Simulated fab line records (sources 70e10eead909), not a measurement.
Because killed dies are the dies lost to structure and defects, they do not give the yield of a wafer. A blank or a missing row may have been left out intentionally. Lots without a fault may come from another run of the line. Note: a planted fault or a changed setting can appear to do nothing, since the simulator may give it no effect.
fab line records | flow nand_harc
[record] lots = 6 wafers = 18 last_day = 33
route steps=1302 shown A_M1@1175 END@1302
lots with no fault: from the same line, run without faults
start_h: hours from the record's first day to the start of the lot's first wafer shown | wait_h: hours since the lot's step before | " the same as in the row above | L1.1+2: a row that stands for several wafers | - no value, or no start was given | * or withheld: withheld | < > ~ a bound
route shown NAME@n: names a module that has steps shown in the file, with the first one's number in the route | usual: the fault-free wafers' mean and standard deviation | same: alike in all rows | chamber/n: place in a boat | sites: readings site by site | _std_site: their standard deviation | _edge_site: outer sites' mean less inner sites' | radius_mm: for every site, how far away it sits from the centre of the wafer | mask NAME#n: copy n | behind: the most recent tool/chamber to have shaped the wafer | hold: reason for holding the lot/hours on hold/outcome of the hold | device: names the non-switching transistor (n, p or np) | end of line: tests of these same wafers at the route's end | where a step has no rows: the recipe by itself | killed: at the first sort, the dies lost to defects and structure; wafer yield is something else | map: shows each die of a wafer: x if killed, . if not, _ if none is there
set.NAME: the run value of the setting; set.NAME@STEP: its run value at that earlier step | model.NAME: the simulator's own value behind a step, which no gauge read
a table for each step, a row for each wafer; lots at some steps of the route
services: when a tool's chamber went out of use (start_h, in hours from the record's first day, below 0 if earlier), for how many hours, and the reason
[[steps]]
[step NHARC_A_M1_EBR_05]
[step NHARC_A_M1_EXPOSE_06]
[recipe] na = 1.35 target_cd_nm = 120 dose_mj = 75.13 mask_id = A_M1
[step NHARC_A_M1_PEB_07]
[recipe] peb_temp_c = 100 peb_time_s = 65
[step NHARC_A_M1_DEVELOP_08]
[recipe] develop_time_s = 35 dev_temp_c = 23
[step NHARC_A_M1_CD_MEAS_09]
[recipe] target_cd_nm = 120 landing_energy_ev = 500
[usual] cd_nm = 120.5/0.63
[same] landing_energy_ev = 500
// columns lot.wafer tool chamber start_h wait_h cd_nm
L312.2 cd_sem-02 0 525.00 - 119.9
L312.3 " 0 " " 121.0
L312.6 " 0 " " 120.6
L319.4 cd_sem-03 0 604.69 - 120.5
L319.5 " 0 " " 120.1
L319.6 " 0 " " 119.9
L320.1 cd_sem-01 0 608.55 - 120.5
L320.2 " 0 " " 121.1
L320.6 " 0 " " 120.7
L328.2 cd_sem-02 0 678.49 - 120.6
L328.4 " 0 " " 121.0
L328.5 " 0 " " 121.5
L329.2 cd_sem-03 0 690.06 - 120.6
L329.5 " 0 " " 120.5
L329.6 " 0 " " 121.4
L335.2 cd_sem-02 0 757.44 - 120.9
L335.3 " 0 " " 121.1
L335.6 " 0 " " 121.0
[step NHARC_A_M1_OVL_MEAS_10]
[recipe] pitch_nm = 240
[usual] overlay_x_nm = -0.1/0.77 overlay_y_nm = -0.3/0.86
// columns lot.wafer tool chamber start_h wait_h overlay_x_nm overlay_y_nm
L312.2 overlay-02 - 525.08 - -0.1 -0.1
L312.3 " - " " 0.0 -0.5
L312.6 " - " " 0.0 -0.5
L319.4 overlay-02 - 604.78 - -0.7 0.5
L319.5 " - " " -1.2 0.1
L319.6 " - " " -0.3 -0.6
L320.1 overlay-02 - 608.64 - 1.4 0.7
L320.2 " - " " 0.9 0.4
L320.6 " - " " 0.8 0.5
L328.2 overlay-02 - 678.58 - -1.1 -1.3
L328.4 " - " " -1.0 -1.1
L328.5 " - " " -1.2 -1.5
L329.2 overlay-02 - 690.14 - -0.8 0.3
L329.5 " - " " 0.0 0.0
L329.6 " - " " -0.2 0.8
L335.2 overlay-02 - 757.52 - -0.2 -1.1
L335.3 " - " " -0.1 -0.8
L335.6 " - " " -0.4 -0.8
[step NHARC_A_M1_INSPECT_11]
[usual] raw_defect_count = 88/25
// columns lot.wafer tool chamber start_h wait_h raw_defect_count
L312.2 defect_inspect-01 - 525.12 0.0 130
L312.3 " - " " 119
L312.6 " - " " 105
L319.4 defect_inspect-01 - 604.81 0.0 41
L319.5 " - " " 35
L319.6 " - " " 41
L320.1 defect_inspect-01 - 608.67 0.0 95
L320.2 " - " " 80
L320.6 " - " " 66
L328.2 defect_inspect-02 - 678.61 0.0 79
L328.4 " - " " 55
L328.5 " - " " 73
L329.2 defect_inspect-02 - 690.18 0.0 70
L329.5 " - " " 68
L329.6 " - " " 62
L335.2 defect_inspect-01 - 757.59 0.1 75
L335.3 " - " " 82
L335.6 " - " " 61
[step NHARC_A_M1_DESCUM_14]
[recipe] time_s = 3 o2_flow_sccm = 200 ar_flow_sccm = 0 bias_power_w = 0 chemistry = O2
[usual] drypump_motor_current_A = 5.9/0.38 oes_product_au = 0.999/0.0085 rf_vpp_V = 57.8/0.92 showerhead_plenum_p_Torr = 1.91/0.074 throttle_valve_pct = 11.311/0.0091
[same] time_s = 3
// columns lot.wafer tool chamber start_h wait_h drypump_motor_current_A oes_product_au rf_hours_counter_h rf_vpp_V showerhead_plenum_p_Torr throttle_valve_pct
L312.2 rie_diel-12 1 525.18 0.1 6.3 0.988 2.0 57.7 2.05 11.313
L312.3 " 3 " " 5.3 0.994 2.1 57.5 1.88 11.307
L312.6 " 1 " " 6.3 0.995 - 58.4 2.05 11.307
L319.4 rie_diel-09 3 604.90 0.1 6.3 0.996 6.3 55.4 1.85 11.306
L319.5 " 0 " " 6.4 0.995 - 58.1 1.83 11.287
L319.6 " 1 " " 6.2 1.000 - 58.8 1.97 11.315
L320.2 rie_diel-12 3 608.74 0.1 5.3 0.997 4.0 59.2 1.88 11.308
L320.1 " 1 " " 6.3 0.993 4.0 57.6 2.05 11.312
L320.6 " 3 " " 5.3 0.997 - 57.5 1.88 11.312
L328.4 rie_diel-12 3 678.67 0.1 5.3 0.992 0.8 58.1 1.88 11.316
L328.2 " 2 " " 5.7 0.990 1.0 56.0 1.96 11.322
L328.5 " 0 " " 6.2 1.004 - 57.2 2.01 11.307
L329.2 rie_diel-03 3 690.25 0.1 5.7 1.019 2.4 57.0 1.78 11.307
L329.5 " 1 " " 5.9 1.006 - 57.1 1.93 11.318
L329.6 " 2 " " 6.3 1.006 - 57.2 1.91 11.323
L335.3 rie_diel-12 2 757.65 0.1 5.7 0.991 3.0 58.4 1.96 11.307
L335.2 " 3 " " 5.3 0.992 2.1 57.0 1.88 11.318
L335.6 " 2 " " 5.7 1.008 - 57.6 1.96 11.308
[step NHARC_A_M1_ETCH_35]
[recipe] target_depth_a = 400 overetch_a = 120 time_s = 43.94 ion_energy_ev = 200 n2_flow_sccm = 150 h2_flow_sccm = 150 ar_flow_sccm = 0 rf_w = 400 bias_w = 150 chemistry = N2/H2
[usual] bias_w = 150.0/0.41 chamber_pressure_mTorr = 29.998/0.029 drypump_motor_current_A = 5.9/0.39 n2_flow_sccm = 150.0/0.5 oes_product_au = 1.000/0.0086 rf_vpp_V = 430.5/2.4 showerhead_plenum_p_Torr = 2.04/0.081 throttle_valve_pct = 14.170/0.0091
[same] time_s = 43.94
// columns lot.wafer tool chamber start_h wait_h bias_w chamber_pressure_mTorr drypump_motor_current_A n2_flow_sccm oes_product_au rf_hours_counter_h rf_vpp_V showerhead_plenum_p_Torr throttle_valve_pct
L312.3 rie_diel-12 1 525.27 0.1 150.7 29.948 6.3 149.6 1.008 2.0 435.7 2.19 14.163
L312.2 " 2 " " 149.9 29.983 5.7 149.9 0.993 2.2 431.4 2.09 14.165
L312.6 " 2 " " 150.3 30.024 5.7 149.5 0.994 - 432.6 2.09 14.173
L319.4 rie_diel-09 2 604.96 0.1 149.8 29.961 6.1 149.8 0.996 6.7 431.9 2.07 14.164
L319.6 " 2 " " 150.1 30.003 6.2 150.0 0.989 - 432.4 2.07 14.145
L319.5 " 3 " " 148.9 30.049 6.2 150.3 1.001 - 427.7 1.97 14.175
L320.1 rie_diel-12 0 608.83 0.1 150.8 30.026 6.2 149.4 0.994 3.7 433.3 2.15 14.163
L320.2 " 1 " " 149.4 30.070 6.3 150.2 0.986 4.0 435.3 2.19 14.151
L320.6 " 3 " " 149.9 30.032 5.3 149.4 0.993 - 429.3 2.01 14.188
L328.4 rie_diel-12 2 678.76 0.1 150.4 29.976 5.7 149.9 0.996 1.0 432.1 2.09 14.164
L328.2 " 3 " " 150.0 30.012 5.3 150.1 0.979 0.8 429.8 2.01 14.164
L328.5 " 2 " " 150.1 29.978 5.7 150.4 0.998 - 430.3 2.09 14.175
L329.2 rie_diel-03 2 690.33 0.1 150.9 30.026 6.3 149.2 1.008 2.3 430.6 2.03 14.170
L329.6 " 0 " " 149.8 29.994 5.3 150.3 1.008 - 427.3 1.98 14.181
L329.5 " 1 " " 149.7 29.986 5.8 150.0 0.992 - 431.9 2.06 14.183
L335.3 rie_diel-12 3 757.75 0.1 149.5 30.011 5.3 150.2 0.994 2.1 429.7 2.01 14.178
L335.2 " 2 " " 150.3 29.995 5.7 149.6 0.992 3.0 432.7 2.09 14.179
L335.6 " 0 " " 149.2 29.984 6.2 149.7 0.992 - 434.4 2.15 14.188
[step NHARC_A_M1_ETCH_15]
[recipe] target_depth_a = 1825 time_s = 91.2 c4f8_flow_sccm = withheld ar_flow_sccm = 400 rf_w = 600 bias_w = 300 chemistry = C4F8/Ar
[usual] bias_w = 300.0/0.86 chamber_pressure_mTorr = 24.998/0.023 oes_product_au = 0.951/0.024 rf_vpp_V = 440.8/2.3
[same] time_s = 91.2
// columns lot.wafer tool chamber start_h wait_h bias_w chamber_pressure_mTorr oes_product_au rf_hours_counter_h rf_vpp_V
L312.2 rie_diel-12 2 - - 300.4 25.007 0.923 2.3 441.5
L312.3 " 3 " " 300.3 24.986 0.929 2.2 440.8
L312.6 " 3 " " 301.5 24.949 0.932 - 438.8
L319.4 rie_diel-09 3 - - 299.1 25.001 0.922 6.3 438.7
L319.6 " 2 " " 300.6 25.025 0.918 - 441.8
L319.5 " 3 " " 300.6 25.012 0.926 - 440.1
L320.2 rie_diel-12 0 - - 300.2 24.980 0.920 3.8 444.2
L320.1 " 1 " " 299.2 24.982 0.929 4.0 442.9
L320.6 " 3 " " 300.5 24.967 0.962 - 441.4
L328.4 rie_diel-12 1 - - 298.1 24.979 0.981 1.1 445.5
L328.2 " 3 " " 301.4 24.982 0.954 0.9 439.4
L328.5 " 1 " " 298.7 25.006 0.972 - 444.7
L329.2 rie_diel-03 1 - - 301.1 24.999 0.946 2.1 440.8
L329.6 " 0 " " 298.0 24.957 0.976 - 439.7
L329.5 " 1 " " 300.0 25.012 0.954 - 441.9
L335.3 rie_diel-12 0 - - 300.9 24.993 0.926 2.9 444.5
L335.2 " 2 " " 299.8 25.026 0.926 3.0 442.9
L335.6 " 0 " " 300.5 24.985 0.924 - 445.2
[step NHARC_A_M1_CD_MEAS_16]
[usual] cd_nm = 120.6/0.84
// columns lot.wafer tool chamber start_h wait_h cd_nm
L312.2 cd_sem-01 - 525.49 - 118.8
L312.3 " - " " 120.4
L312.6 " - " " 120.1
L319.4 cd_sem-01 - 605.18 - 120.7
L319.5 " - " " 119.8
L319.6 " - " " 120.1
L320.1 cd_sem-02 - 609.04 - 120.5
L320.2 " - " " 120.7
L320.6 " - " " 121.7
L328.2 cd_sem-02 - 678.98 - 122.1
L328.4 " - " " 120.6
L328.5 " - " " 121.7
L329.2 cd_sem-01 - 690.54 - 120.5
L329.5 " - " " 120.9
L329.6 " - " " 122.5
L335.2 cd_sem-02 - 758.00 - 120.1
L335.3 " - " " 122.0
L335.6 " - " " 122.5
[step NHARC_A_M1_STRIP_18]
[recipe] power_w = 1000 n2_flow_sccm = 150 h2_flow_sccm = 150 ar_flow_sccm = 0 bias_w = 0 chemistry = N2/H2
[usual] drypump_motor_current_A = 6.0/0.37 n2_flow_sccm = 150.0/0.5 oes_product_au = 1.001/0.0077 rf_vpp_V = 90.7/0.96 showerhead_plenum_p_Torr = 2.03/0.079 throttle_valve_pct = 14.171/0.009
// columns lot.wafer tool chamber start_h wait_h drypump_motor_current_A n2_flow_sccm oes_product_au rf_hours_counter_h rf_vpp_V showerhead_plenum_p_Torr throttle_valve_pct
L312.3 rie_diel-03 0 525.58 0.1 5.3 150.0 1.008 2.8 90.5 1.98 14.176
L312.2 " 1 " " 5.9 149.6 0.998 2.8 90.1 2.06 14.173
L312.6 " 3 " " 5.7 149.4 1.011 - 89.6 1.90 14.179
L319.4 rie_diel-09 1 605.25 0.1 6.2 150.4 0.999 6.9 91.7 2.10 14.176
L319.5 " 1 " " 6.2 150.4 0.997 - 92.3 2.10 14.157
L319.6 " 2 " " 6.1 150.0 0.995 - 89.7 2.07 14.168
L320.2 rie_diel-12 2 609.11 0.1 5.7 150.8 0.996 4.6 90.7 2.09 14.178
L320.1 " 1 " " 6.4 149.9 1.008 4.1 91.6 2.19 14.175
L320.6 " 3 " " 5.3 149.9 1.007 - 90.3 2.01 14.182
L328.2 rie_diel-12 0 679.10 0.1 6.2 150.3 1.005 0.9 90.9 2.15 14.186
L328.4 " 1 " " 6.3 149.6 1.002 1.2 90.7 2.19 14.178
L328.5 " 2 " " 5.7 150.0 0.992 - 91.9 2.09 14.180
L329.2 rie_diel-09 0 690.62 0.1 6.4 150.1 0.999 0.1 89.6 1.94 14.166
L329.5 " 0 " " 6.3 149.6 0.992 - 89.6 1.94 14.172
L329.6 " 1 " " 6.2 150.2 0.998 - 91.6 2.09 14.173
L335.2 rie_diel-03 2 758.07 0.1 6.3 149.6 1.007 6.0 90.9 2.03 14.191
L335.3 " 0 " " 5.3 151.3 1.003 7.1 91.3 1.98 14.163
L335.6 " 3 " " 5.7 149.8 0.997 - 89.9 1.90 14.170
[step NHARC_A_M1_ETCH_28]
[recipe] target_depth_a = 300 over_etch_frac = 0.3 time_s = 72.99 ion_energy_ev = 150 cf4_flow_sccm = 50 n2_flow_sccm = 100 ar_flow_sccm = 150 rf_w = 300 bias_w = 100 chemistry = CF4/N2
[usual] bias_w = 100.0/0.33 cf4_flow_sccm = 50.01/0.14 drypump_motor_current_A = 6.0/0.37 n2_flow_sccm = 100.1/0.31 oes_product_au = 1.000/0.0081 rf_vpp_V = 314.1/1.9 showerhead_plenum_p_Torr = 2.62/0.093 throttle_valve_pct = 19.794/0.0087 time_s = 72.99/0
// columns lot.wafer tool chamber start_h wait_h bias_w cf4_flow_sccm drypump_motor_current_A n2_flow_sccm oes_product_au rf_hours_counter_h rf_vpp_V showerhead_plenum_p_Torr throttle_valve_pct time_s
L312.2 rie_diel-03 1 525.80 - 99.9 49.97 5.9 100.2 0.996 2.8 316.3 2.65 19.794 72.99
L312.3 " 0 " " 100.1 50.15 5.3 100.1 1.004 2.8 313.0 2.56 19.801 72.99
L312.6 " 1 " " 100.4 49.97 5.8 100.2 1.001 - 315.5 2.65 19.807 72.99
L319.4 rie_diel-09 3 605.50 - - - - - - - - - - -
L319.5 " 2 " " - - - - - - - - - -
L319.6 " 3 " " - - - - - - - - - -
L320.2 rie_diel-12 0 609.35 - - - - - - - - - - -
L320.1 " 3 " " - - - - - - - - - -
L320.6 " 1 " " - - - - - - - - - -
L328.2 rie_diel-12 3 679.30 - 100.0 49.83 5.3 99.8 0.983 0.9 313.7 2.59 19.803 72.99
L328.4 " 0 " " 100.0 49.93 6.2 100.4 1.002 1.0 316.2 2.76 19.791 72.99
L328.5 " 2 " " 100.5 50.01 5.7 99.8 0.994 - 315.6 2.69 19.782 72.99
L329.2 rie_diel-09 1 690.86 - 99.8 49.95 6.2 99.6 0.996 0.2 314.8 2.69 19.804 72.99
L329.5 " 0 " " 100.1 50.13 6.4 100.6 0.984 - 311.8 2.51 19.776 72.99
L329.6 " 1 " " 100.3 49.86 6.2 99.6 1.000 - 315.2 2.69 19.798 72.99
L335.3 rie_diel-03 3 758.31 - 99.9 49.88 5.7 99.9 0.997 7.3 310.1 2.46 19.790 72.99
L335.2 " 0 " " 99.5 50.07 5.3 99.9 1.013 7.1 313.5 2.55 19.790 72.99
L335.6 " 3 " " 99.7 49.84 5.7 100.0 1.002 - 310.4 2.46 19.806 72.99
[step NHARC_A_M1_STRIP_19]
[recipe] time_s = 600 temp_c = 30 chemistry = post_etch_residue_remover
[step NHARC_END_SORT_01]
[recipe] temp_c = 25
[usual] defect_limited_yield = 90.2/2.3 killed_at_array = 62/15 killed_at_other = 0.8/1 killed_at_periphery = 3.7/2.6 killed_dies = 66/15 killed_open = 3.1/1.8 killed_short = 2.6/1.7
[same] gross_dies = 677
// columns lot.wafer tool chamber start_h wait_h defect_limited_yield[%] killed_at_array killed_at_other killed_at_periphery killed_dies killed_open killed_short
L319.4 prober-02 0 642.01 3.4 0 674 1 2 677 5 2
L319.5 prober-02 0 642.82 3.7 0 671 2 4 677 3 2
L319.6 prober-02 0 643.63 4.1 0 676 0 1 677 2 1
L320.1 prober-01 0 646.00 2.5 0 667 0 10 677 2 0
L320.2 prober-01 0 646.80 2.8 0 667 0 10 677 2 4
L320.6 prober-01 0 649.99 4.0 0 661 2 14 677 1 3
L328.4 prober-02 0 716.19 3.4 93.5 42 0 2 44 3 2
L328.5 prober-02 0 716.99 3.7 91.1 57 0 3 60 5 3
// killed by level:class
L319.4 A_M1:area_etch=632 A_CHANNEL_HOLE_D2:chamber_film_flake=10 A_STAIRCASE:chamber_film_flake=8 A_CHANNEL_HOLE_D1:chamber_film_flake=7 A_CONTACT:chamber_film_flake=6 A_CONTACT:geometric_particle:open=2 A_ONON_D1:geometric_particle:short=1 A_ONON_D2:geometric_particle:short=1
L319.5 A_M1:area_etch=634 A_CHANNEL_HOLE_D2:chamber_film_flake=12 A_CHANNEL_HOLE_D1:chamber_film_flake=9 A_STAIRCASE:chamber_film_flake=4 A_CONTACT:chamber_film_flake=4 A_SGD_CUT:geometric_particle:short=2 P_STI:chamber_film_flake=2 P_GATE:chamber_film_flake=2
L319.6 A_M1:area_etch=632 A_CHANNEL_HOLE_D2:chamber_film_flake=17 A_STAIRCASE:chamber_film_flake=6 A_CHANNEL_HOLE_D1:chamber_film_flake=5 A_CONTACT:chamber_film_flake=5 A_CHANNEL_FILL_D2:chamber_film_flake=2 A_WL_FILL:chamber_film_flake=2 A_DECK1_JOINT:geometric_particle:open=1
L320.1 A_M1:area_etch=596 A_CHANNEL_HOLE_D1:chamber_film_flake=40 A_CHANNEL_HOLE_D2:chamber_film_flake=16 A_CONTACT:chamber_film_flake=9 P_GATE:chamber_film_flake=8 A_ZERO_WELL:chamber_film_flake=2 A_SLIT:chamber_film_flake=2 A_ONON_D2:geometric_particle:open=1
L320.2 A_M1:area_etch=613 A_CHANNEL_HOLE_D1:chamber_film_flake=24 A_CHANNEL_HOLE_D2:chamber_film_flake=14 A_CONTACT:chamber_film_flake=8 P_GATE:chamber_film_flake=5 P_M1:geometric_particle:short=2 P_M1:chamber_film_flake=2 A_DECK1_JOINT:chamber_film_flake=2
L320.6 A_M1:area_etch=609 A_CHANNEL_HOLE_D1:chamber_film_flake=25 A_CHANNEL_HOLE_D2:chamber_film_flake=13 P_GATE:chamber_film_flake=7 A_CONTACT:chamber_film_flake=5 A_SLIT:chamber_film_flake=4 P_STI:chamber_film_flake=3 A_DECK1_JOINT:geometric_particle:short=2
L328.4 A_SLIT:chamber_film_flake=27 A_CHANNEL_HOLE_D1:chamber_film_flake=3 A_STAIRCASE:chamber_film_flake=3 A_BLC:chamber_film_flake=3 P_CONTACT:geometric_particle:open=1 P_M2:geometric_particle:short=1 A_ONON_D1:geometric_particle:short=1 A_SGD_CUT:geometric_particle:open=1
L328.5 A_SLIT:chamber_film_flake=32 A_CHANNEL_HOLE_D1:chamber_film_flake=7 A_BLC:chamber_film_flake=6 A_STAIRCASE:chamber_film_flake=3 A_CONTACT:chamber_film_flake=3 P_CONTACT:geometric_particle:open=2 A_ONON_D2:geometric_particle:open=2 A_CHANNEL_HOLE_D2:geometric_particle:short=1
// map L319.4 (x killed, . not)
____________x____________
_________xxxxxxx_________
_______xxxxxxxxxxx_______
______xxxxxxxxxxxxx______
_____xxxxxxxxxxxxxxx_____
____xxxxxxxxxxxxxxxxx____
____xxxxxxxxxxxxxxxxx____
___xxxxxxxxxxxxxxxxxxx___
___xxxxxxxxxxxxxxxxxxx___
__xxxxxxxxxxxxxxxxxxxxx__
__xxxxxxxxxxxxxxxxxxxxx__
_xxxxxxxxxxxxxxxxxxxxxxx_
_xxxxxxxxxxxxxxxxxxxxxxx_
_xxxxxxxxxxxxxxxxxxxxxxx_
_xxxxxxxxxxxxxxxxxxxxxxx_
_xxxxxxxxxxxxxxxxxxxxxxx_
xxxxxxxxxxxxxxxxxxxxxxxxx
xxxxxxxxxxxxxxxxxxxxxxxxx
xxxxxxxxxxxxxxxxxxxxxxxxx
xxxxxxxxxxxxxxxxxxxxxxxxx
xxxxxxxxxxxxxxxxxxxxxxxxx
_xxxxxxxxxxxxxxxxxxxxxxx_
_xxxxxxxxxxxxxxxxxxxxxxx_
_xxxxxxxxxxxxxxxxxxxxxxx_
_xxxxxxxxxxxxxxxxxxxxxxx_
_xxxxxxxxxxxxxxxxxxxxxxx_
__xxxxxxxxxxxxxxxxxxxxx__
__xxxxxxxxxxxxxxxxxxxxx__
___xxxxxxxxxxxxxxxxxxx___
___xxxxxxxxxxxxxxxxxxx___
____xxxxxxxxxxxxxxxxx____
____xxxxxxxxxxxxxxxxx____
_____xxxxxxxxxxxxxxx_____
______xxxxxxxxxxxxx______
_______xxxxxxxxxxx_______
_________xxxxxxx_________
____________x____________
// map L320.1 (x killed, . not)
____________x____________
_________xxxxxxx_________
_______xxxxxxxxxxx_______
______xxxxxxxxxxxxx______
_____xxxxxxxxxxxxxxx_____
____xxxxxxxxxxxxxxxxx____
____xxxxxxxxxxxxxxxxx____
___xxxxxxxxxxxxxxxxxxx___
___xxxxxxxxxxxxxxxxxxx___
__xxxxxxxxxxxxxxxxxxxxx__
__xxxxxxxxxxxxxxxxxxxxx__
_xxxxxxxxxxxxxxxxxxxxxxx_
_xxxxxxxxxxxxxxxxxxxxxxx_
_xxxxxxxxxxxxxxxxxxxxxxx_
_xxxxxxxxxxxxxxxxxxxxxxx_
_xxxxxxxxxxxxxxxxxxxxxxx_
xxxxxxxxxxxxxxxxxxxxxxxxx
xxxxxxxxxxxxxxxxxxxxxxxxx
xxxxxxxxxxxxxxxxxxxxxxxxx
xxxxxxxxxxxxxxxxxxxxxxxxx
xxxxxxxxxxxxxxxxxxxxxxxxx
_xxxxxxxxxxxxxxxxxxxxxxx_
_xxxxxxxxxxxxxxxxxxxxxxx_
_xxxxxxxxxxxxxxxxxxxxxxx_
_xxxxxxxxxxxxxxxxxxxxxxx_
_xxxxxxxxxxxxxxxxxxxxxxx_
__xxxxxxxxxxxxxxxxxxxxx__
__xxxxxxxxxxxxxxxxxxxxx__
___xxxxxxxxxxxxxxxxxxx___
___xxxxxxxxxxxxxxxxxxx___
____xxxxxxxxxxxxxxxxx____
____xxxxxxxxxxxxxxxxx____
_____xxxxxxxxxxxxxxx_____
______xxxxxxxxxxxxx______
_______xxxxxxxxxxx_______
_________xxxxxxx_________
____________x____________
[[services]]
// columns tool chamber start_h hours kind
rie_diel-12 0 503.44 - clean
rie_diel-12 1 503.44 - clean
rie_diel-12 2 503.44 - clean
rie_diel-12 3 503.44 - clean
rie_diel-03 2 503.65 16.3 repair
rie_diel-09 0 519.39 1.6 repair
rie_diel-12 0 527.94 - clean
rie_diel-12 1 527.94 - clean
rie_diel-12 2 527.94 - clean
rie_diel-12 3 546.12 16.8 repair
rie_diel-03 0 586.87 1.5 repair
rie_diel-09 2 598.68 2.5 repair
rie_diel-12 2 614.06 7.4 repair
rie_diel-12 - 622.44 9.0 pm
rie_diel-03 0 626.34 4.5 repair
rie_diel-09 0 628.69 6.9 repair
rie_diel-03 - 635.30 9.0 pm
rie_diel-09 - 674.11 9.0 pm
rie_diel-03 2 684.99 1.5 repair
rie_diel-12 0 685.09 4.9 repair
rie_diel-03 - 697.52 0.7 repair
rie_diel-09 0 699.05 5.2 repair
rie_diel-03 2 750.20 1.4 repair
rie_diel-12 1 755.48 20.4 repair
[[key]]
[first_sign] step = NHARC_A_M1_ETCH_28 reading = tool_record direction = missing
[effect] step = NHARC_END_SORT_01 reading = killed_at_array direction = up sigmas = 40 usual = 62 struck = 669
[more_kills_born_at] NHARC_A_M1_ETCH_28@rie_diel-09 = 1898 NHARC_A_M1_ETCH_28@rie_diel-12 = 1818
met_at NHARC_A_M1_ETCH_28
struck_wafers L319.4,L319.5,L319.6,L320.1,L320.2,L320.6
later_rows_left_out L319.4,L319.5,L319.6,L320.1,L320.2,L320.6
[fault] kind = skipped_step_whole tool = rie_diel-09,rie_diel-12 chamber = - onset_h = 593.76 steps = NHARC_A_M1_ETCH_28 scope = struck_lots_only
// later_rows_left_out: the simulator's readings of these wafers behind a module that went badly wrong aren't trusted and aren't shown, but for the sort
